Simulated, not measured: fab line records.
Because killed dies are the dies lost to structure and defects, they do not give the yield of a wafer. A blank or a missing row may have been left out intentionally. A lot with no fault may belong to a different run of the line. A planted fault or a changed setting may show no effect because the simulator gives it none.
Code-filled problem report in 8D (eight disciplines) form + flow nand harc + the parts of the form that need people (team, actions taken, sign-off) are left out

## 1. THE PROBLEM
Mean of cd nm at NHARC_P_M0_CD_MEAS_09: 84.3 nm across 6 wafers in 2 lots; on wafers with no fault it is 89.9 nm (standard deviation 0.48). Measured from the usual mean, that is -12 standard deviations.
The step: target cd 90 nm.
Earliest sighting: wafer L751.2 on cd sem-02 at day 12 06:49. The record has a number at this step for 36 wafers belonging to 12 lots. Rule for "out" (also "out of limits"): further than 4 standard deviations from the usual mean. Any other wafer with a number is counted as sound.

## 2. WHAT IT IS AND WHAT IT IS NOT
| question                    | is                     | is not                                                                    |
|-----------------------------|------------------------|---------------------------------------------------------------------------|
| which readings at this step | cd nm                  | -                                                                         |
| which lots                  | L751, L754             | L736, L737, L738, L742, L743, L746, L747, L749, L758, L759                |
| which wafers of those lots  | all that have a number | -                                                                         |
| read on which gauges        | cd sem-02              | cd sem-03                                                                 |
| when                        | from day 12 06:49      | up to then (24 sound wafers); but 6 sound wafers of L758, L759 came after |

## 3. SUSPECTS, AND WHAT RULES EACH OUT
Counting: a tool at any process step up to the reading remains a suspect when it ran all the lots that are out and ran no sound lot after the first of those.
- the gauge at NHARC_P_M0_CD_MEAS_09 has been ruled out. All the wafers that are out were read on cd sem-02, but those of them that NHARC_P_M0_PEB_07 has rows for are out there too, on other tools.
- litho track-01 at NHARC_P_M0_PEB_07 (peb time 65 s): ruled out as a lasting fault. After its first lot that is out, L751 (day 12 06:44), sound lots L758, L759 ran on it.
Left after counting: nothing in the record.

## 4. THE CAUSE (what the simulator had put in)
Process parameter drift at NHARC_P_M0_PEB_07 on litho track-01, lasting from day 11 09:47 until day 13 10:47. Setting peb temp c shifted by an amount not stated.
It was ruled out by counting, in error; the rule expects a fault to strike all lots run on its tool from its start on, and this fault did not.

## 5. THE EFFECT CHAIN, in route order
Each row: a reading whose mean over the struck wafers that have a number lies more than 3 standard deviations from the usual. Scope: only readings with a usual standard deviation given in the record; hours: median across lots of the time from each lot's start at the first step in this table that gives one to its start at this step; sigmas: change in usual standard deviations.
| hours | step                  | reading              | usual    | on struck wafers | change | sigmas |
|-------|-----------------------|----------------------|----------|------------------|--------|--------|
| 0     | NHARC_P_M0_PEB_07     | heater power total W | 156.6 W  | 153.4            | -3.2   | -7.5   |
| 0     | NHARC_P_M0_PEB_07     | plate temp C         | 100.01 C | 98.47            | -1.54  | -13    |
| 0     | NHARC_P_M0_CD_MEAS_09 | cd nm                | 89.9 nm  | 84.3             | -5.6   | -12    |
The process steps in it:
- NHARC_P_M0_PEB_07: peb time 65 s.
At these later measuring or inspecting steps, every struck wafer for which the step has a row has a number for every such reading, and none has moved that far: NHARC_P_M0_OVL_MEAS_10, NHARC_END_SORT_01.

## 6. WHAT WOULD HAVE CAUGHT IT SOONER
The first out-of-limits reading at a measuring or inspecting step in this record came at day 12 06:49, 21 hours after the fault's start at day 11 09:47.
Tool's own readings at NHARC_P_M0_PEB_07, heater power total W, plate temp C: out on all struck wafers the step has rows for; an alarm limit on them would have tripped on the first.
